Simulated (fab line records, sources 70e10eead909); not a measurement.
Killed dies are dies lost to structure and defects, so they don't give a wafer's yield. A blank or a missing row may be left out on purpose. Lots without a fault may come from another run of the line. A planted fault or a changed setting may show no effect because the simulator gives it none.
One fault seen from 2 desks | flow nand_harc | each desk has only its own numbers; what lay behind them comes last

THE DEFECT DESK
What the inspections along the route counted, lot by lot: means of the sampled wafers that have a number. A lot is out of limits, marked OUT, if its mean lies more than 4 standard deviations from the usual mean; the brackets give that distance.
Columns: A = raw_defect_count at NHARC_A_DECK1_JOINT_INSPECT_05, usual 299
lot  | first seen here | A
L732 | day 12 15:26    | 297
L733 | day 13 09:22    | 190
L735 | day 13 21:46    | 226
L736 | day 13 21:46    | 436
L734 | day 13 21:57    | 326
L738 | day 15 04:54    | 185
L742 | day 17 10:01    | 282
L743 | day 17 17:56    | 251
L744 | day 17 22:22    | 359
L749 | day 19 18:16    | 265
L751 | day 20 20:10    | 279
L753 | day 21 09:56    | 221
L752 | day 21 10:07    | 268
L754 | day 22 09:16    | 359
This desk's finding: nothing out of limits on any of the 14 lots.

THE METROLOGY DESK
What the gauges read, lot by lot, whatever tool the lot ran on: means of the sampled wafers that have a number. A lot is out of limits, marked OUT, if its mean lies more than 4 standard deviations from the usual mean; the brackets give that distance.
Columns: A = thk_nm at NHARC_A_ONON_D2_THK_MEAS_18, usual 1001 nm
lot  | first seen here | A
L732 | day 13 01:41    | 1020
L733 | day 13 23:37    | 992
L736 | day 14 08:44    | 1028
L735 | day 14 08:45    | 987
L734 | day 14 09:06    | 985
L738 | day 15 17:13    | 984
L742 | day 17 20:11    | 929 (-6.0) OUT
L743 | day 18 04:29    | 1001
L744 | day 18 09:17    | 837 (-14) OUT
L749 | day 20 04:55    | 993
L751 | day 21 06:45    | 999
L752 | day 21 20:28    | 1010
L753 | day 21 20:44    | 1000
L754 | day 22 20:46    | 1018
This desk's finding: out of limits on L742, L744; first on L742, day 17 20:11 (thk_nm at NHARC_A_ONON_D2_THK_MEAS_18). In limits: L732, L733, L736, L735, L734, L738, L743, L749, L751, L752, L753, L754.

PUT TOGETHER
The metrology desk could have raised an alarm at day 17 20:11, on L742, L744.
The defect desk saw nothing out of limits.
The defect desk has L742, L744 on record, within its limits.
Of the lots named, all ran NHARC_A_ONON_D2_DEP_16 on pecvd_onon-01.

WHAT THE SIMULATOR HAD PUT IN
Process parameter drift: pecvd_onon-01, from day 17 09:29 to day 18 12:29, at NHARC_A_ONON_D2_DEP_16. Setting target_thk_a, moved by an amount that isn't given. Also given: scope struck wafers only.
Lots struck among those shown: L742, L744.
Hours from the fault's start to each desk's first reading out of limits: the metrology desk, 11.
